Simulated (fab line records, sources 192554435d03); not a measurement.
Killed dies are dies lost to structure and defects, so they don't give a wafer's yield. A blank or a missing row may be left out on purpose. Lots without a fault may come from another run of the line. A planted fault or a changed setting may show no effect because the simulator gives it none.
Problem report in the 8D (eight disciplines) form, filled by code | flow n5_finfet | the parts of the form that need people (team, actions taken, sign-off) are left out

1. THE PROBLEM
run_length_s at N5_BEOL_M0_SAQP_PECVD_03 reads a mean of 57.9 s on 4 wafers of 3 lots; wafers without a fault read 51.2 s with a standard deviation of 0.58. That is +12 standard deviations from the usual mean.
The step: deposits SiCN from 3MS/NH3, target thk 12 nm, time 21.1 s.
First seen on wafer L767.2, day 7 15:35, on pecvd-04. The record holds 13 wafers of 5 lots with a number at this step. Rule for "out", or "out of limits": more than 4 standard deviations from the usual mean. The other wafers with a number count as sound.

2. WHAT IT IS AND WHAT IT IS NOT
question                    | is                             | is not
which readings at this step | run_length_s                   | chamber_pressure_Torr, showerhead_plenum_p_Torr, throttle_valve_pct
which lots                  | L767, L768, L770               | L777, L782
which wafers of those lots  | L767.2, L768.6, L770.2, L770.6 | L767.1, L767.4, L768.1
read on which tools         | pecvd-04                       | pecvd-02
when                        | from day 7 15:35               | up to then (2 sound wafers); but 7 sound wafers of L768, L777, L782 came after

3. SUSPECTS, AND WHAT RULES EACH OUT
Counting: a tool at a process step up to the reading stays a suspect if it ran every lot that is out. Sound lots after the first of them don't rule it out here, since some wafers of a struck lot are sound.
- pecvd-04 at N5_BEOL_M0_SAQP_PECVD_03 (deposits SiCN from 3MS/NH3, target thk 12 nm, time 21.1 s): kept. It ran every lot that is out, first L767 (day 7 15:35). Its own readings are out on those wafers: run_length_s.
Left after counting: pecvd-04 at N5_BEOL_M0_SAQP_PECVD_03.

4. THE CAUSE (what the simulator had put in)
Process parameter drift: pecvd-04, from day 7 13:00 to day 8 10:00, at N5_BEOL_M0_SAQP_PECVD_03. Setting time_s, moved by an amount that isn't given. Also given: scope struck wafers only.
Counting left only this tool.

5. THE CHAIN OF EFFECTS, in route order
Each row: a reading whose mean over the struck wafers that have a number lies more than 3 standard deviations from the usual. Only readings for which the record gives a usual standard deviation are gone through. hours: the time from each lot's start at the first step in this table that gives one to its start at this step, as a median over the lots. sigmas: the change in usual standard deviations.
hours | step                     | reading      | usual  | on struck wafers | change | sigmas
0     | N5_BEOL_M0_SAQP_PECVD_03 | run_length_s | 51.2 s | 57.9             | +6.7   | +12
The process steps in it:
- N5_BEOL_M0_SAQP_PECVD_03: deposits SiCN from 3MS/NH3, target thk 12 nm, time 21.1 s.
Later measuring or inspecting steps at which every struck wafer that the step has a row for has a number for every such reading, and none has moved that far: N5_BEOL_M4_RC_MEAS_101.

6. WHAT WOULD HAVE CAUGHT IT SOONER
In this record the first reading out of limits was taken at day 7 15:35, 3 hours after the fault began at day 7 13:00.
